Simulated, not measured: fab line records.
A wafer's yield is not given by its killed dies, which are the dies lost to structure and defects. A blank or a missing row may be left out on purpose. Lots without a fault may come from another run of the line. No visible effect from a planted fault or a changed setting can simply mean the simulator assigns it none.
Chamber matching -- flow nand harc -- rie diel-06 running NHARC_A_STAIRCASE_TRIM_20: 4 sister chambers
The step chemistry O2, time 211.2 s. 20 wafers are shown with their chamber, then 10 later ones without.

## WAFERS, EACH WITH ITS CHAMBER
wafer,chamber,showerhead plenum p Torr (Torr),drypump motor current A (A),rf vpp V (V)
L074.3,1,3.44,4.8,57.2
L074.4,0,3.76,5.5,59.5
L074.5,2,3.80,5.7,59.4
L076.1,1,3.44,4.9,56.9
L076.3,3,3.79,5.4,57.5
L076.4,0,3.76,5.5,59.0
L081.1,0,3.75,5.4,58.9
L081.3,1,3.43,4.9,57.6
L081.5,2,3.78,5.7,57.5
L085.2,0,3.75,5.5,59.9
L085.3,2,3.78,5.7,57.3
L085.6,0,3.75,5.5,57.3
L084.1,3,3.78,5.4,57.9
L084.3,0,3.75,5.5,58.1
L084.4,0,3.75,5.5,58.3
L087.1,3,3.77,5.4,58.5
L087.3,0,3.74,5.5,58.1
L087.4,1,3.42,4.9,57.4
L090.3,2,3.77,5.7,59.3
L090.4,1,3.42,4.9,56.0

SIGNATURES (averages over the wafers above)
reading,chamber 0,chamber 1,chamber 2,chamber 3,scatter within a chamber
showerhead plenum p Torr,3.7512,3.4300,3.7825,3.7800,0.00923
drypump motor current A,5.487,4.880,5.700,5.400,0.0324
rf vpp V,58.638,57.020,58.375,57.967,0.826
Rule: a wafer's distance from a chamber is the root of the sum, over the readings, of the square of ((its reading less the chamber's mean) divided by the reading's scatter). If the next closest chamber is less than 2 further off than the closest, the wafer can't be placed; otherwise it belongs to the closest. The scatter: the root of (the sum of the squares of (reading less its chamber's mean) over the shown wafers, divided by (wafers less chambers)).

## WAFERS WITHOUT THEIR CHAMBER
wafer,showerhead plenum p Torr (Torr),drypump motor current A (A),rf vpp V (V)
L090.5,3.73,5.4,56.3
L091.1,3.73,5.5,58.8
L091.2,3.42,4.9,57.6
L091.6,3.77,5.4,58.7
L093.1,3.76,5.7,58.2
L093.5,3.42,4.8,55.7
L093.6,3.73,5.4,59.2
L094.1,3.72,5.5,59.4
L094.4,3.76,5.7,57.8
L094.6,3.76,5.7,59.1

## EACH ONE'S CHAMBER
wafer,from the rows above,in truth
L090.5,can't be placed: 0 or 3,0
L091.1,0,0
L091.2,1,1
L091.6,can't be placed: 3 or 0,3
L093.1,2,2
L093.5,1,1
L093.6,0,0
L094.1,0,0
L094.4,2,2
L094.6,2,2
Correct placement for 8 of the 10. Not placeable from these rows: 2 (in 2, the candidates include the true chamber). Number placed wrongly: 0.
